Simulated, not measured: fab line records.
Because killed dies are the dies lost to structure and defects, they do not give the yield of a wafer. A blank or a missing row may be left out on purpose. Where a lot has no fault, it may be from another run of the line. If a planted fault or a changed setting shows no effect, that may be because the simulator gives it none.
A lot that was struck, set against a sound lot :: flow n5_finfet :: 16 steps out of a route of 1938
Sound: the wafers L642.2, L642.4, L642.6. Wafers struck: L648.1, L648.3, L648.5. The cause is named last.
Per side, at each step with rows, come the tool, then ch with its chambers, and then its first start. Under that, the readings that differ: sound wafers :: struck wafers :: difference of the means :: sigmas: that difference in standard deviations of wafers without a fault.
alike: readings with means less than 2 such deviations apart, plus words and numbers identical on both sides. not compared: withheld readings, readings lacking a value on some wafer, bounds such as >300 that could conceal the same value, and numbers that have no deviation in the record and whose values overlap.
Wherever a step has rows on one side only, a row that says differs or no value, or a row with sigmas, the two part there. Numbers that have no deviation but don't overlap get no sigmas and don't part them. Lack of a reading on every wafer of one side parts them only where that side has two or more wafers.

first, 1 step without rows for these wafers: N5_MOL_CONTACT_COAG_DESCUM_13 (chemistry O2, time 7 s).
N5_MOL_CONTACT_COAG_ETCH_59: etches underlayer in N2/H2, target depth 13 nm, time 10.4 s.
  sound on rie_diel-06 ch 0,2,3, day 6 22:49; struck on rie_diel-06 ch 0,1,2, day 8 08:25
  alike: drypump_motor_current_A, etch_rf_on_time_s, oes_product_au, rf_fwd_power_W, rf_vpp_V, showerhead_plenum_p_Torr, throttle_valve_pct
  not compared: rf_hours_counter_h
N5_MOL_CONTACT_COAG_ETCH_105: etches SiARC in CF4, target depth 15.6 nm, time 26 s.
  sound on rie_diel-06 ch 0,2,3, day 6 22:50; struck on rie_diel-06 ch 0,1,2, day 8 08:26
  alike: drypump_motor_current_A, etch_rf_on_time_s, oes_product_au, rf_fwd_power_W, rf_vpp_V, showerhead_plenum_p_Torr, throttle_valve_pct
  not compared: rf_hours_counter_h
N5_MOL_CONTACT_COAG_ETCH_106: etches SOC in N2/H2, target depth 80 nm, overetch 16 nm, time 120 s.
  sound on rie_diel-06 ch 0,2,3, day 6 22:52; struck on rie_diel-06 ch 0,1,2, day 8 08:28
  alike: drypump_motor_current_A, oes_product_au, rf_fwd_power_W, rf_vpp_V, showerhead_plenum_p_Torr, throttle_valve_pct
  not compared: rf_hours_counter_h
then, 2 steps without rows for these wafers: N5_MOL_CONTACT_COAG_STRIP_107 (strips in N2/H2); N5_MOL_CONTACT_COAG_STRIP_108 (strips in N2/H2).
N5_MOL_CONTACT_COAG_CONTACT_ETCH_14: etches SiO2 in C4F6/O2, target depth 27.5 nm, overetch 8.5 nm, time 20 s.
  sound on rie_diel-06 ch 0,2,3, day 6 22:58; struck on rie_diel-06 ch 0,1,2, day 8 08:34
  alike: drypump_motor_current_A, oes_product_au, rf_fwd_power_W, rf_vpp_V, showerhead_plenum_p_Torr, throttle_valve_pct
  not compared: rf_hours_counter_h
then, 3 steps without rows for these wafers: N5_MOL_CONTACT_COAG_STRIP_109 (strips in C4F6/O2); N5_MOL_CONTACT_COAG_ETCH_15 (etches SiNx in CH3F/O2, stops on Si:P, target depth 7 nm); N5_MOL_CONTACT_COAG_ETCH_110 (etches Si in CF4/O2, target depth 2.5 nm, time 8 s).
N5_MOL_CONTACT_COAG_STRIP_98: strips in N2/H2.
  sound on rie_diel-06 ch 0,2,3, day 6 23:07; struck on rie_diel-06 ch 0,1,2, day 8 08:43
  alike: drypump_motor_current_A, oes_product_au, rf_vpp_V, showerhead_plenum_p_Torr, throttle_valve_pct
  not compared: rf_hours_counter_h
N5_MOL_CONTACT_COAG_CD_MEAS_99: the cd target is 17.2 nm.
  sound on cd_sem-01 at day 6 23:11; struck on cd_sem-03 at day 8 08:47
  alike: cd_nm
N5_MOL_CONTACT_COAG_IMPLANT_129:
  sound on implanter-02 ch 0, day 6 23:15; struck on implanter-01 ch 0, day 8 08:49
reading: beam_on_s (s)
sound: 42 44 43
struck: 16 15 16
difference: -27
sigmas: -8

reading: dose_ions_cm2
sound: 5.992e+14 5.99e+14 6.009e+14
struck: 2.675e+14 2.661e+14 2.673e+14
difference: -3.327e+14
sigmas: -99 or more
then, 1 step without rows for these wafers: N5_MOL_CONTACT_COAG_PRECLEAN_111 (cleans in NF3:NH3, afs cycles 1, time 20 s, sublimation time 60 s).
-- record jumps: 4 days separate the struck wafers' starts on either side; left off in module MOL_CONTACT_COAG, taken up again in module BEOL_M4, whose first shown step is the route's number 1111 --
N5_BEOL_M4_RC_MEAS_101:
  sound on prober-02 ch 0, day 10 00:01; struck on prober-01 ch 0, day 12 00:22
  alike: DIBL_N, DIBL_P, IOFF_N, IOFF_P, ION_N, ION_P, SS_N, SS_P, VT_N, VT_P
after that, 1 step had no rows for these wafers: N5_PASSIVATION_PROBE_49.

== WHERE THEY PART ==
Only at N5_MOL_CONTACT_COAG_IMPLANT_129, within this record. Later steps at which nothing parts them and some readings are alike: N5_BEOL_M4_RC_MEAS_101.

WHY: whatever the simulator had introduced
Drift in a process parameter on implanter-01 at N5_MOL_CONTACT_COAG_IMPLANT_129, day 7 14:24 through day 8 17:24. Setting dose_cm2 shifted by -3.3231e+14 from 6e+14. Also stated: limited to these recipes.
